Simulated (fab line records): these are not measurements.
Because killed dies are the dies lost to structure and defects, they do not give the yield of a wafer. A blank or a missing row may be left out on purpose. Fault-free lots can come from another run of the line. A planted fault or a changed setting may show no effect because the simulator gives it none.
fab line records	flow n5-finfet
[record] lots = 7	wafers = 19	last-day = 21
route steps=1938 shown BEOL_M0_SAQP@634 BEOL_M4@1111 PASSIVATION@1936
lots with no fault: from the same line, run without faults
start-h: the number of hours between the record's first day and the start of the first shown wafer of the lot	wait-h: time in hours since the lot's previous step	" identical to the entry in the row above	L1.1+2: several wafers, shown together as one row	- value missing, or start not given	* or withheld: withheld	< > ~ a bound
route shown NAME@n: names a module that has steps shown in the file, with the first one's number in the route	usual: the fault-free wafers' mean and standard deviation	same: alike in all rows	chamber/n: place in a boat	sites: each site's reading	_std_site: standard deviation across them	_edge_site: the outer-site mean with the inner-site mean subtracted	radius-mm: how far each site lies from the wafer's centre	mask NAME#n: copy n	behind: tool/chamber where the wafer was last shaped	hold: cause of the lot's hold/its duration in hours/its outcome	device: the n, p or np transistor that did not switch	end of line: the tests these same wafers got at the end of their route	step lacking rows: just its recipe	killed: dies that structure and defects cost at the first sort, which is not the same as the wafer's yield	map: the dies of a wafer, with x for killed, . for not killed, _ for no die there
set.NAME: the run value of the setting; set.NAME@STEP: its run value at that earlier step	model.NAME: the simulator's own value behind a step, which no gauge read
a table for each step, a row for each wafer; lots at some steps of the route
services: a tool's chamber out of use, with start hour (start-h, from the record's first day; less than 0 if before it), hours out, and reason
[[steps]]
[step N5_BEOL_M0_SAQP_HM_DEP_02]
[recipe] material = TiN	target-thk-a = 120	temp-c = 25	chamber-pressure-pa = 0.49996
[step N5_BEOL_M0_SAQP_PECVD_03]
[recipe] material = SiCN	target-thk-a = 120	temp-c = withheld	precursor = 3MS/NH3	pressure-torr = 3	rf-w = 202	time-s = 21.1
[usual] rf-fwd-power-W = 199.3/1.1	showerhead-plenum-p-Torr = 3.666/0.015	throttle-valve-pct = 9.0/0.46
lot.wafer	tool	chamber	start-h	wait-h	rf-fwd-power-W	showerhead-plenum-p-Torr	since-wet-clean-h	throttle-valve-pct
L104.2	pecvd-03	0	159.12	0.1	200.3	3.660	1044	9.3
L104.4	"	0	"	"	200.1	3.660	-	9.3
L104.5	"	2	"	"	199.3	3.682	-	8.7
L105.3	pecvd-01	1	163.41	0.1	199.5	3.686	1592	8.6
L105.4	"	1	"	"	199.0	3.674	-	8.6
L105.6	"	2	"	"	199.2	3.670	-	8.3
L107.1	pecvd-01	1	181.16	0.1	199.1	3.684	1610	8.4
L107.2	"	0	"	"	199.5	3.664	885	9.6
L112.1	pecvd-03	0	204.01	0.1	201.0	3.653	1089	9.3
L112.4	"	1	"	"	200.1	3.659	-	9.4
L112.5	"	1	"	"	200.4	3.670	-	9.5
L113.1	pecvd-03	2	206.74	0.1	199.4	3.689	338	8.3
L113.2	"	0	"	"	201.0	3.663	1092	9.2
L113.5	"	1	"	"	199.7	3.651	-	9.6
L117.2	pecvd-01	2	236.66	0.1	198.4	3.678	187	8.6
L117.4	"	1	"	"	198.4	3.689	-	8.7
L119.1	pecvd-03	0	247.25	0.1	200.7	3.655	1132	9.3
L119.4	"	1	"	"	200.3	3.658	-	9.5
L119.5	"	0	"	"	200.0	3.652	-	9.4
[step N5_BEOL_M0_SAQP_PECVD_96]
[recipe] material = a-Si	target-thk-a = 450	temp-c = 350	precursor = SiH4/He	pressure-torr = 3	rf-w = 100	time-s = 45.2
[usual] heater-power-w = 615/110	rf-fwd-power-W = 99.1/0.38	showerhead-plenum-p-Torr = 5.67/0.058	throttle-valve-pct = 18.2/0.9
lot.wafer	tool	chamber	start-h	wait-h	heater-power-w	rf-fwd-power-W	showerhead-plenum-p-Torr	since-wet-clean-h	throttle-valve-pct
L104.2	pecvd-03	0	159.15	0.0	510	98.8	5.64	1044	18.4
L104.4	"	0	"	"	515	98.8	5.65	-	18.8
L104.5	"	2	"	"	715	99.1	5.77	-	17.1
L105.3	pecvd-01	1	163.44	0.0	674	98.8	5.75	1592	17.5
L105.4	"	1	"	"	679	98.8	5.74	-	17.3
L105.6	"	2	"	"	488	99.5	5.70	-	16.8
L107.1	pecvd-01	1	181.19	0.0	616	98.7	5.75	1610	17.7
L107.2	"	0	"	"	587	98.9	5.66	885	19.1
L112.1	pecvd-03	0	204.05	0.0	451	98.9	5.64	1089	18.7
L112.4	"	1	"	"	506	99.4	5.64	-	19.3
L112.5	"	1	"	"	527	99.9	5.64	-	19.2
L113.1	pecvd-03	2	206.77	0.0	693	99.4	5.77	338	17.3
L113.2	"	0	"	"	497	99.9	5.63	1092	18.6
L113.5	"	1	"	"	528	99.6	5.63	-	19.4
L117.2	pecvd-01	2	236.69	0.0	535	98.5	5.71	187	17.0
L117.4	"	1	"	"	679	99.3	5.77	-	17.3
L119.1	pecvd-03	0	247.28	0.0	430	99.6	5.65	1132	18.3
L119.4	"	1	"	"	549	99.6	5.64	-	19.3
L119.5	"	0	"	"	434	99.8	5.64	-	18.5
[step N5_BEOL_M0_SAQP_PECVD_97]
[recipe] material = SiNx	target-thk-a = 230	temp-c = 350	precursor = SiH4/NH3/N2	pressure-torr = 1.5	rf-w = 300	time-s = 19.9
[usual] heater-power-w = 544/110	rf-fwd-power-W = 296.9/1.2	showerhead-plenum-p-Torr = 5.15/0.08	throttle-valve-pct = 39.8/2
lot.wafer	tool	chamber	start-h	wait-h	heater-power-w	rf-fwd-power-W	showerhead-plenum-p-Torr	since-wet-clean-h	throttle-valve-pct
L104.2	pecvd-03	0	159.20	0.0	439	297.2	5.10	1044	40.8
L104.4	"	0	"	"	438	296.5	5.10	-	40.5
L104.5	"	2	"	"	573	295.0	5.28	-	37.5
L105.3	pecvd-01	1	163.49	0.0	593	296.0	5.25	1592	38.3
L105.4	"	1	"	"	591	295.2	5.26	-	38.1
L105.6	"	2	"	"	395	296.3	5.19	-	36.9
L107.1	pecvd-01	1	181.24	0.0	635	295.9	5.25	1610	37.6
L107.2	"	0	"	"	522	297.5	5.12	885	41.9
L112.1	pecvd-03	0	204.12	0.0	366	298.6	5.10	1089	40.6
L112.4	"	1	"	"	485	298.0	5.10	-	42.0
L112.5	"	1	"	"	485	297.9	5.12	-	42.0
L113.1	pecvd-03	2	206.81	0.0	652	296.2	5.27	338	38.0
L113.2	"	0	"	"	435	297.1	5.10	1092	40.5
L113.5	"	1	"	"	433	297.7	5.11	-	42.1
L117.2	pecvd-01	2	236.74	0.0	446	296.1	5.19	187	37.2
L117.4	"	1	"	"	548	295.2	5.27	-	38.0
L119.1	pecvd-03	0	247.33	0.0	446	299.5	5.11	1132	40.8
L119.4	"	1	"	"	481	299.1	5.11	-	42.1
L119.5	"	0	"	"	429	298.7	5.10	-	40.8
[step N5_BEOL_M0_SAQP_PECVD_04]
[recipe] material = a-Si	target-thk-a = 600	temp-c = 350	precursor = SiH4/He	pressure-torr = 3	rf-w = 100	time-s = 60.2
[usual] heater-power-w = 614/110	rf-fwd-power-W = 99.3/0.33	showerhead-plenum-p-Torr = 5.67/0.059	throttle-valve-pct = 18.2/0.89
lot.wafer	tool	chamber	start-h	wait-h	heater-power-w	rf-fwd-power-W	showerhead-plenum-p-Torr	since-wet-clean-h	throttle-valve-pct
L104.2	pecvd-03	0	159.24	0.0	517	99.8	5.62	1044	18.7
L104.4	"	0	"	"	506	99.6	5.64	-	18.6
L104.5	"	2	"	"	716	99.0	5.76	-	17.4
L105.3	pecvd-01	1	163.53	0.0	656	99.2	5.76	1592	17.4
L105.4	"	1	"	"	667	99.3	5.75	-	17.3
L105.6	"	2	"	"	492	99.5	5.69	-	17.0
L107.1	pecvd-01	1	181.28	0.0	686	99.3	5.76	1610	17.2
L107.2	"	0	"	"	563	99.4	5.66	885	18.9
L112.1	pecvd-03	0	204.18	0.0	477	99.6	5.65	1089	18.5
L112.4	"	1	"	"	486	99.6	5.64	-	19.2
L112.5	"	1	"	"	481	99.8	5.66	-	19.0
L113.1	pecvd-03	2	206.85	0.0	707	98.8	5.76	338	17.2
L113.2	"	0	"	"	478	99.2	5.64	1092	18.6
L113.5	"	1	"	"	567	99.6	5.64	-	19.3
L117.2	pecvd-01	2	236.78	0.0	507	99.0	5.71	187	16.8
L117.4	"	1	"	"	641	99.3	5.76	-	17.4
L119.1	pecvd-03	0	247.36	0.0	505	99.5	5.64	1133	18.6
L119.4	"	1	"	"	550	99.6	5.63	-	19.3
L119.5	"	0	"	"	510	99.8	5.64	-	18.4
[step N5_BEOL_M0_SAQP_THK_MEAS_05]
[usual] thk-nm = 60.1/1
lot.wafer	tool	chamber	start-h	wait-h	thk-nm
L104.2	film-metro-01	-	159.33	0.1	59.8
L104.4	"	-	"	"	60.7
L104.5	"	-	"	"	59.6
L105.3	film-metro-02	-	163.63	0.1	58.6
L105.4	"	-	"	"	59.0
L105.6	"	-	"	"	61.5
L107.1	film-metro-02	-	181.37	0.1	59.1
L107.2	"	-	"	"	58.2
L112.1	film-metro-02	-	204.31	0.1	59.4
L112.4	"	-	"	"	60.9
L112.5	"	-	"	"	61.3
L113.1	film-metro-02	-	206.95	0.1	59.2
L113.2	"	-	"	"	59.0
L113.5	"	-	"	"	59.7
L117.2	film-metro-01	-	236.88	0.1	60.6
L117.4	"	-	"	"	60.1
L119.1	film-metro-01	-	247.46	0.1	58.9
L119.4	"	-	"	"	60.6
L119.5	"	-	"	"	60.0
[step N5_BEOL_M0_SAQP_HM_DEP_111]
[recipe] material = SiO2	target-thk-a = 120	temp-c = 400	precursor = SiH4/N2O	pressure-torr = 0.75	rf-w = 275	time-s = 7.2
[usual] heater-power-w = 762/150	rf-fwd-power-W = 272.9/1.1	showerhead-plenum-p-Torr = 8.15/0.17
lot.wafer	tool	chamber	start-h	wait-h	heater-power-w	rf-fwd-power-W	showerhead-plenum-p-Torr	since-wet-clean-h
L104.2	pecvd-04	0	159.37	0.0	934	273.0	8.01	682
L104.4	"	2	"	"	900	271.9	8.21	-
L104.5	"	0	"	"	982	272.3	8.02	-
L105.3	pecvd-03	0	163.66	0.0	583	272.7	8.08	1049
L105.4	"	2	"	"	766	273.4	8.42	-
L105.6	"	0	"	"	596	273.9	8.08	-
L107.1	pecvd-04	1	181.41	0.0	829	272.6	7.89	1429
L107.2	"	0	"	"	906	273.3	8.02	704
L112.1	pecvd-01	2	204.35	0.0	630	271.1	8.24	154
L112.4	"	1	"	"	864	271.6	8.39	-
L112.5	"	2	"	"	627	271.1	8.26	-
L113.1	pecvd-03	1	206.98	0.0	625	275.8	8.07	1817
L113.2	"	2	"	"	773	272.1	8.41	338
L113.5	"	1	"	"	622	274.2	8.07	-
L117.2	pecvd-03	2	236.91	0.0	755	271.5	8.45	368
L117.4	"	2	"	"	766	271.9	8.41	-
L119.1	pecvd-03	0	247.50	0.0	627	273.3	8.07	1133
L119.4	"	2	"	"	895	273.2	8.45	-
L119.5	"	1	"	"	695	272.6	8.05	-
[step N5_BEOL_M0_SAQP_COAT_81]
[recipe] resist = SOC	temp-c = 250	time-s = 60	spin-rpm = 1500	resist-thk-nm = 100
[step N5_BEOL_M0_SAQP_COAT_82]
[recipe] resist = SiARC	temp-c = 220	time-s = 60	spin-rpm = 1500	resist-thk-nm = 30
[step N5_BEOL_M0_SAQP_COAT_08]
[recipe] resist = CAR-ArF	spin-rpm = 1500	resist-thk-nm = 90
[step N5_BEOL_M0_SAQP_EBR_10]
[recipe] solvent = PGMEA	ebr-width-mm = 1.5
[step N5_BEOL_M0_SAQP_SOFTBAKE_09]
[recipe] temp-c = 110	time-s = 60	resist = CAR-ArF
[step N5_BEOL_M0_SAQP_EXPOSE_11]
[recipe] mask-id = M0_CORE	na = 1.35	source-shape = dipole	sigma-inner = 0.538	sigma-outer = 0.738	polarization = te	target-cd-nm = 42	dose-mj = 55
[usual] stage-vel-mm-s = 499.97/0.26
lot.wafer	tool	chamber	start-h	wait-h	mask	stage-vel-mm-s
L104.2	arfi-scanner-02	0	159.70	-	M0_CORE#0	499.91
L104.4	"	0	"	"	M0_CORE#0	500.20
L104.5	"	0	"	"	M0_CORE#0	499.58
L105.3	arfi-scanner-01	0	164.00	-	M0_CORE#0	499.79
L105.4	"	0	"	"	M0_CORE#0	499.71
L105.6	"	0	"	"	M0_CORE#0	500.30
L107.1	arfi-scanner-02	0	181.75	-	M0_CORE#0	499.77
L107.2	"	0	"	"	M0_CORE#0	499.76
L112.1	arfi-scanner-01	0	204.54	-	M0_CORE#0	499.99
L112.4	"	0	"	"	M0_CORE#0	499.98
L112.5	"	0	"	"	M0_CORE#0	500.05
L113.1	arfi-scanner-01	0	207.18	-	M0_CORE#0	499.84
L113.2	"	0	"	"	M0_CORE#0	500.14
L113.5	"	0	"	"	M0_CORE#0	500.13
L117.2	arfi-scanner-01	0	237.24	-	M0_CORE#0	499.85
L117.4	"	0	"	"	M0_CORE#0	499.77
L119.1	arfi-scanner-03	0	247.82	-	M0_CORE#0	500.29
L119.4	"	0	"	"	M0_CORE#0	500.00
L119.5	"	0	"	"	M0_CORE#0	500.15
[step N5_BEOL_M0_SAQP_PEB_12]
[recipe] peb-temp-c = withheld	peb-time-s = 60	resist = CAR-ArF
[step N5_BEOL_M0_SAQP_DEVELOP_13]
[recipe] develop-time-s = 30	developer = TMAH	resist = CAR-ArF	dev-temp-c = 23	rinse-liquid = diw	dry = air-spin
[step N5_BEOL_M0_SAQP_CD_MEAS_14]
[recipe] target-cd-nm = 42.5	landing-energy-ev = 500	detector = se-inlens
[usual] cd-nm = 42.4/0.38
lot.wafer	tool	chamber	start-h	wait-h	cd-nm
L104.2	cd-sem-02	0	159.82	-	42.3
L104.4	"	0	"	"	42.5
L104.5	"	0	"	"	42.6
L105.3	cd-sem-02	0	164.11	-	42.1
L105.4	"	0	"	"	42.9
L105.6	"	0	"	"	42.6
L107.1	cd-sem-01	0	181.89	-	42.9
L107.2	"	0	"	"	42.8
L112.1	cd-sem-01	0	204.67	-	42.0
L112.4	"	0	"	"	37.8
L112.5	"	0	"	"	42.5
L113.1	cd-sem-02	0	207.30	-	42.2
L113.2	"	0	"	"	37.5
L113.5	"	0	"	"	41.7
L117.2	cd-sem-03	0	237.36	-	37.4
L117.4	"	0	"	"	37.5
L119.1	cd-sem-03	0	247.94	-	41.9
L119.4	"	0	"	"	42.1
L119.5	"	0	"	"	42.2
[step N5_BEOL_M0_SAQP_OVL_MEAS_15]
[recipe] points-per-wafer = 44
[usual] M0_CORE_OVL = 0.2/0.75
lot.wafer	tool	chamber	start-h	wait-h	M0_CORE_OVL[nm]
L104.2	overlay-02	0	159.85	0.0	0.5
L104.4	"	0	"	"	0.5
L104.5	"	0	"	"	-0.2
L105.3	overlay-01	0	164.14	0.0	-1.4
L105.4	"	0	"	"	-0.4
L105.6	"	0	"	"	-0.7
L107.1	overlay-01	0	181.92	0.0	2.1
L107.2	"	0	"	"	1.4
L112.1	overlay-01	0	204.70	0.0	0.0
L112.4	"	0	"	"	0.8
L112.5	"	0	"	"	0.3
L113.1	overlay-02	0	207.34	0.0	-0.6
L113.2	"	0	"	"	0.0
L113.5	"	0	"	"	-0.2
L117.2	overlay-01	0	237.39	0.0	1.7
L117.4	"	0	"	"	1.0
L119.1	overlay-01	0	247.97	0.0	0.4
L119.4	"	0	"	"	-0.1
L119.5	"	0	"	"	1.3
[step N5_BEOL_M4_RC_MEAS_101]
[usual] DIBL_N = 37.7/2	DIBL_P = 37.7/2.3	IOFF_N = 0.18/0.039	IOFF_P = 0.23/0.042	ION_N = 681/12	ION_P = 463/8	SS_N = 71.9/0.68	SS_P = 73.6/0.71	VT_N = 248/3.2	VT_P = -249/3.1
lot.wafer	tool	chamber	start-h	wait-h	DIBL_N[mV/V]	DIBL_P[mV/V]	IOFF_N[nA/um]	IOFF_P[nA/um]	ION_N[uA/um]	ION_P[uA/um]	SS_N[mV/dec]	SS_P[mV/dec]	VT_N[mV]	VT_P[mV]
L104.2	prober-02	0	307.14	0.2	35.6	37.0	0.15	0.21	677	465	72.3	73.8	253	-251
L104.4	"	0	"	"	41.6	42.8	0.27	0.31	699	465	73.3	75.9	245	-246
L104.5	"	0	"	"	37.2	36.3	0.17	0.19	672	456	71.5	74.2	251	-253
L105.3	prober-01	0	310.26	0.3	40.5	41.4	0.24	0.33	702	483	72.5	74.7	245	-243
L105.4	"	0	"	"	37.3	37.3	0.18	0.25	683	469	71.3	73.2	246	-245
L105.6	"	0	"	"	38.5	38.3	0.19	0.26	669	464	71.7	73.8	250	-248
L107.1	prober-01	0	317.17	0.0	39.6	39.1	0.22	0.26	696	469	72.3	73.6	241	-246
L107.2	"	0	"	"	39.3	39.7	0.19	0.27	701	477	71.6	73.5	246	-249
L113.1	prober-02	0	348.45	0.0	38.2	37.3	0.19	0.25	676	461	72.1	74.2	248	-250
L113.2	"	0	"	"	37.6	35.4	0.19	0.23	685	471	71.3	73.7	245	-247
L113.5	"	0	"	"	38.9	38.7	0.21	0.27	683	467	72.3	74.1	247	-248
L112.1	prober-02	0	358.09	0.0	38.6	40.4	0.19	0.24	691	463	72.3	74.5	250	-251
L112.4	"	0	"	"	37.7	39.5	0.18	0.22	686	462	71.9	73.5	245	-251
L112.5	"	0	"	"	36.3	36.7	0.15	0.20	661	452	71.0	72.9	252	-253
L117.2	prober-02	0	386.03	0.2	35.5	34.6	0.14	0.18	679	460	72.0	73.1	250	-251
L117.4	"	0	"	"	39.0	39.1	0.19	0.24	673	460	71.9	73.8	249	-250
L119.1	prober-02	0	402.27	0.0	38.4	37.0	0.23	0.25	706	471	72.1	73.2	241	-246
L119.4	"	0	"	"	37.0	34.9	0.16	0.21	663	455	71.9	72.4	251	-247
L119.5	"	0	"	"	38.9	39.3	0.24	0.29	705	475	72.5	75.0	241	-245
[step N5_PASSIVATION_PROBE_49]
[usual] defect-limited-yield = 91.1/1.4	killed_at_M0_to_M3 = 34/9.6	killed_at_M4_up = 15/5.3	killed-at-contacts = 12/6.1	killed-at-front-end = 40/11	killed-at-other = 3.5/2.8	killed-dies = 105/17	killed-on-rim = 14/4.3	killed-open = 70/12	killed-short = 34/7.7	sort_bin_4_leakage = 0.01/0.07	sort_bin_5_function = 5.2/0.97	sort_bin_6_memory = 3.4/0.62	sort-n-pass = 1075/17	sort-yield-pct = 91.1/1.4
[same] gross-dies = 1180	killed-at-back-side = 0	sort_bin_8_speed[%] = 0
lot.wafer	tool	chamber	start-h	wait-h	defect-limited-yield[%]	killed_at_M0_to_M3	killed_at_M4_up	killed-at-contacts	killed-at-front-end	killed-at-other	killed-dies	killed-on-rim	killed-open	killed-short	sort_bin_4_leakage[%]	sort_bin_5_function[%]	sort_bin_6_memory[%]	sort-n-pass	sort-yield-pct[%]
L105.3	prober-02	-	408.24	0.2	90.8	44	11	15	33	6	109	20	70	38	0	5.9	3.0	1071	90.8
L105.4	prober-02	-	408.29	0.3	90.1	41	16	15	37	8	117	22	78	37	0	6.9	2.5	1063	90.1
L105.6	prober-02	-	408.39	0.4	91.1	16	9	25	52	3	105	13	72	22	0	4.7	3.1	1075	91.1
L104.2	prober-02	-	413.10	0.1	91.4	36	9	15	40	2	102	12	67	35	0	5.1	3.2	1078	91.4
L104.4	prober-02	-	413.20	0.2	90.1	52	9	8	45	3	117	8	67	49	0.51	5.8	3.6	1057	89.6
L104.5	prober-02	-	413.25	0.2	92.1	25	8	11	48	1	93	2	59	34	0	4.5	3.2	1087	92.1
L107.1	prober-01	-	420.52	0.0	93.6	22	9	13	26	6	76	9	46	30	0	4.1	2.1	1104	93.6
L107.2	prober-01	-	420.57	0.1	89.9	48	19	7	39	6	119	21	75	44	0	6.4	3.4	1061	89.9
L113.1	prober-02	-	449.85	0.0	89.6	33	11	13	62	4	123	19	69	38	0	4.7	4.2	1057	89.6
L113.2	prober-02	-	449.90	0.1	87.5	70	13	7	55	3	148	39	74	25	0	8.7	3.5	1032	87.5
L113.5	prober-02	-	450.05	0.2	89.3	38	12	3	69	4	126	23	68	38	0	5.0	3.6	1054	89.3
L112.1	prober-01	-	456.93	0.0	93.1	29	15	6	30	1	81	18	45	21	0	3.3	2.2	1099	93.1
L112.4	prober-01	-	457.08	0.2	89.5	55	15	16	34	4	124	32	73	24	0	7.2	3.2	1056	89.5
L112.5	prober-01	-	457.13	0.2	90.5	25	15	8	62	2	112	13	64	35	0	5.5	2.5	1068	90.5
L117.2	prober-01	-	500.53	0.1	89.6	43	9	27	40	4	123	26	64	43	0	6.5	3.7	1057	89.6
L117.4	prober-01	-	500.63	0.2	88.1	69	13	23	29	7	141	36	82	37	0	7.5	3.8	1039	88.1
// killed by level:class
L105.3 BEOL_M0_SAQP:geometric-particle:short=11 MOL_CONTACT_COAG:geometric-particle:open=10 BEOL_M1:geometric-particle:open=9 BEOL_M2:geometric-particle:open=9 STI_FIN_REVEAL:geometric-particle:open=8 BEOL_M0_SAQP:geometric-particle:open=8 GATE_CUT:geometric-particle:short=5 MOL_CONTACT_COAG:geometric-particle:short=5
L105.4 MOL_CONTACT_COAG:geometric-particle:open=10 BEOL_M0_SAQP:geometric-particle:open=9 BEOL_M2:geometric-particle:open=9 DUMMY_GATE:geometric-particle:open=8 BEOL_M1:geometric-particle:open=8 FIN_SAQP:geometric-particle:open=6 BEOL_M0_SAQP:geometric-particle:short=6 BEOL_M2:geometric-particle:short=6
L105.6 MOL_CONTACT_COAG:geometric-particle:open=19 STI_FIN_REVEAL:geometric-particle:open=14 FIN_SAQP:geometric-particle:open=9 HKMG_FIN:area-etch=9 BEOL_M0_SAQP:geometric-particle:open=7 MOL_CONTACT_COAG:geometric-particle:short=6 STARTING-WAFER:geometric-particle:short=4 BEOL_M2:geometric-particle:open=4
L104.2 MOL_CONTACT_COAG:geometric-particle:open=10 FIN_SAQP:geometric-particle:open=9 FIN_SAQP:geometric-particle:short=9 BEOL_M2:geometric-particle:open=8 BEOL_M0_SAQP:geometric-particle:open=8 GATE_CUT:geometric-particle:open=6 MOL_CONTACT_COAG:geometric-particle:short=5 BEOL_M0_SAQP:geometric-particle:short=5
L104.4 BEOL_M0_SAQP:geometric-particle:short=15 FIN_SAQP:geometric-particle:short=14 BEOL_M0_SAQP:geometric-particle:open=13 FIN_SAQP:geometric-particle:open=11 BEOL_M1:geometric-particle:open=11 MOL_CONTACT_COAG:geometric-particle:open=7 BEOL_M3:geometric-particle:open=5 STI_FIN_REVEAL:geometric-particle:open=4
L104.5 FIN_SAQP:geometric-particle:open=10 FIN_SAQP:geometric-particle:short=9 MOL_CONTACT_COAG:geometric-particle:open=8 GATE_CUT:geometric-particle:short=6 BEOL_M2:geometric-particle:open=6 ILD0:geometric-particle:short=5 GATE_CUT:geometric-particle:open=5 BEOL_M0_SAQP:geometric-particle:open=5
L107.1 MOL_CONTACT_COAG:geometric-particle:open=11 FIN_SAQP:geometric-particle:open=10 FIN_SAQP:geometric-particle:short=8 BEOL_M0_SAQP:geometric-particle:short=6 BEOL_M3:geometric-particle:open=5 BEOL_M2:geometric-particle:open=4 BEOL_M2:geometric-particle:short=3 MIM_BOT:geometric-particle:open=3
L107.2 BEOL_M0_SAQP:geometric-particle:open=22 BEOL_M4:geometric-particle:open=10 FIN_SAQP:geometric-particle:open=9 BEOL_M0_SAQP:geometric-particle:short=9 FIN_SAQP:geometric-particle:short=8 MOL_CONTACT_COAG:geometric-particle:open=7 GATE_CUT:geometric-particle:open=6 BEOL_M2:geometric-particle:short=5
L113.1 HKMG_FIN:area-etch=15 FIN_SAQP:geometric-particle:open=13 FIN_SAQP:geometric-particle:short=12 MOL_CONTACT_COAG:geometric-particle:open=11 STI_FIN_REVEAL:geometric-particle:open=9 BEOL_M3:geometric-particle:open=9 BEOL_M2:geometric-particle:open=7 BEOL_M4:geometric-particle:open=7
L113.2 BEOL_M0_SAQP:area-expose=49 STI_FIN_REVEAL:geometric-particle:open=18 FIN_SAQP:geometric-particle:open=16 MOL_CONTACT_COAG:geometric-particle:open=6 STARTING-WAFER:geometric-particle:short=6 FIN_SAQP:geometric-particle:short=5 BEOL_M0_SAQP:geometric-particle:short=5 STI_FIN_REVEAL:geometric-particle:short=4
L113.5 HKMG_FIN:area-etch=19 FIN_SAQP:geometric-particle:open=12 FIN_SAQP:geometric-particle:short=12 BEOL_M1:geometric-particle:open=8 BEOL_M2:geometric-particle:open=8 BEOL_M0_SAQP:geometric-particle:short=7 ILD0:geometric-particle:open=6 STI_FIN_REVEAL:geometric-particle:open=5
L112.1 HKMG_FIN:area-etch=15 BEOL_M2:geometric-particle:open=10 BEOL_M0_SAQP:geometric-particle:short=8 BEOL_M0_SAQP:geometric-particle:open=6 MOL_CONTACT_COAG:geometric-particle:open=5 BEOL_M4:geometric-particle:open=4 DUMMY_GATE:geometric-particle:open=3 BEOL_M5:geometric-particle:open=3
L112.4 BEOL_M0_SAQP:area-expose=27 MOL_CONTACT_COAG:geometric-particle:open=13 STI_FIN_REVEAL:geometric-particle:open=8 DUMMY_GATE:geometric-particle:open=8 BEOL_M2:geometric-particle:open=8 BEOL_M0_SAQP:geometric-particle:short=7 BEOL_M3:geometric-particle:open=6 BEOL_M6:geometric-particle:open=6
L112.5 STI_FIN_REVEAL:geometric-particle:open=12 DUMMY_GATE:geometric-particle:open=12 HKMG_FIN:area-etch=12 BEOL_M4:geometric-particle:open=8 FIN_SAQP:geometric-particle:short=7 MOL_CONTACT_COAG:geometric-particle:open=6 BEOL_M0_SAQP:geometric-particle:short=6 BEOL_M0_SAQP:geometric-particle:open=5
L117.2 MOL_CONTACT_COAG:geometric-particle:open=21 BEOL_M0_SAQP:area-expose=16 STI_FIN_REVEAL:geometric-particle:open=10 MOL_CONTACT_COAG:geometric-particle:short=6 BEOL_M0_SAQP:geometric-particle:short=6 BEOL_M2:geometric-particle:open=6 FIN_SAQP:geometric-particle:open=5 BEOL_M4:geometric-particle:open=5
L117.4 BEOL_M0_SAQP:area-expose=22 MOL_CONTACT_COAG:geometric-particle:open=18 BEOL_M3:geometric-particle:open=18 STI_FIN_REVEAL:geometric-particle:open=13 BEOL_M0_SAQP:geometric-particle:open=7 MOL_CONTACT_COAG:geometric-particle:short=5 BEOL_M0_SAQP:geometric-particle:short=5 BEOL_M1:geometric-particle:open=5
// map L112.4 (x killed, . not)
_________________.x.x.....xxx________________
______________...x...........x.x_____________
___________xx.......x....x.........__________
__________xxx................xx.x..x_________
________.x.x........x..............x.x_______
_______...x....x...................x.xx______
______.x.....................x...xx.x..._____
_____.......x.............x..........x.x.____
____..xx.....x..x......................x..___
___.x.x....................................__
___.....x.............................x.x..__
__x........x................................_
__.....xx.....x......x........x............._
_x......x.x..................x...............
_.....................................x......
_...................xx...................x...
_...x........x................x.x..x.........
_..x..x...............x......................
_...x...x.....x..........x.............x.....
_.........x.....................x.....x......
_...............x...x....................x...
__.x.................xx.........x....x.x...._
__...........x.......xx....................._
___...............x..x.........x..........x__
___x.......................x...............__
____...................................x..___
_____.....x.....x......................x.____
______.....x........x..........xx...x.x._____
_______.........x.......x..x...........______
________.....x.....x.........x..x.xx.._______
__________............x............._________
___________..x...x.x............xx.__________
______________............x....._____________
_________________....x.......________________
// map L113.2 (x killed, . not)
_________________.xx.x....x..________________
______________...x..xxxx..x..xxx_____________
___________.x...xx.x.x...x..xx...x.__________
__________xx................x.x....._________
________x..xx......x....xx.....xx....._______
_______.x........x........x.x...x....xx______
______xx.........x................x..x.x_____
_____..................x.......x.........____
____.x.xx.x...........x........x...xx...xx___
___....................................x...__
___...................x..............x...xx__
__..x............xx.......x.....x.....x....._
__...................x....x.....x..........x_
_....x........................x.........x...x
_...x................................x..x..x.
_...........x...........x..................x.
_..x........x......................x.....x...
_x.................x..x...............x.....x
_x..............x.x....................x.....
_...............x...............x............
_.....x....x.........x.x........x..x.....x...
__x................x..x...................x._
__............x..........x.................x_
___.........x..x....................xx....x__
___.............x...........x........x....x__
____.........x...x..x...x...............x.___
_____.........x..............x.........x.____
______................x.x..x............_____
_______.....x......x.....x.....x.......______
________x..................x.......x.._______
__________...x....x....x............_________
___________................x......x__________
______________x................._____________
_________________.......x....________________
[[services]]
tool	chamber	start-h	hours	kind
arfi-scanner-01	-	143.96	0.8	pm
pecvd-04	1	149.60	2.1	scheduled-down
arfi-scanner-03	-	150.57	0.8	pm
arfi-scanner-02	0	151.26	-	calibration
arfi-scanner-02	-	152.18	0.8	pm
arfi-scanner-01	0	154.87	-	calibration
arfi-scanner-02	-	158.10	1.0	pm
pecvd-03	1	159.56	3.4	repair
arfi-scanner-02	-	160.64	0.9	repair
arfi-scanner-03	-	163.91	1.3	pm
pecvd-04	2	176.92	5.5	scheduled-down
arfi-scanner-01	-	178.05	1.3	pm
pecvd-03	2	200.08	5.5	scheduled-down
pecvd-04	2	202.38	-	clean
pecvd-04	2	202.38	-	consumable-replace:showerhead
pecvd-04	2	202.38	29.0	scheduled-down
arfi-scanner-01	-	204.67	0.8	pm
pecvd-04	-	204.95	2.6	repair
pecvd-03	0	210.57	2.1	scheduled-down
pecvd-01	-	212.39	6.0	pm
arfi-scanner-02	-	216.25	1.3	pm
pecvd-03	2	238.65	2.1	scheduled-down
pecvd-01	1	239.56	2.1	scheduled-down
arfi-scanner-03	-	240.70	1.0	pm
[[key]]
[first-sign] step = N5_BEOL_M0_SAQP_CD_MEAS_14	reading = cd-nm	direction = down	sigmas = 13	usual = 42.4	struck = 37.6
[effect] step = N5_PASSIVATION_PROBE_49	reading = killed_at_M0_to_M3	direction = up	sigmas = 2.6	usual = 34	struck = 59	wafers-moved = 3
[more-kills-born-at] N5_BEOL_M0_SAQP_EXPOSE_11@arfi-scanner-01 = 114
met-at N5_BEOL_M0_SAQP_EXPOSE_11
struck-wafers L112.4,L113.2,L117.2,L117.4
[baseline-loss] step = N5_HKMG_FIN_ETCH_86	wafers = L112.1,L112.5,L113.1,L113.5
onset-between 164.00 204.54
[fault] kind = process-parameter-drift	tool = arfi-scanner-01	chamber = -	onset-h = 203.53	steps = N5_BEOL_M0_SAQP_EXPOSE_11	channel = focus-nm	offset = 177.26	shape = step	end-h = 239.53	scope = struck-wafers-only
// baseline-loss: these wafers lose ten dies or more at that step, a loss of the line's own and not of a fault; the sort's usual values leave them out
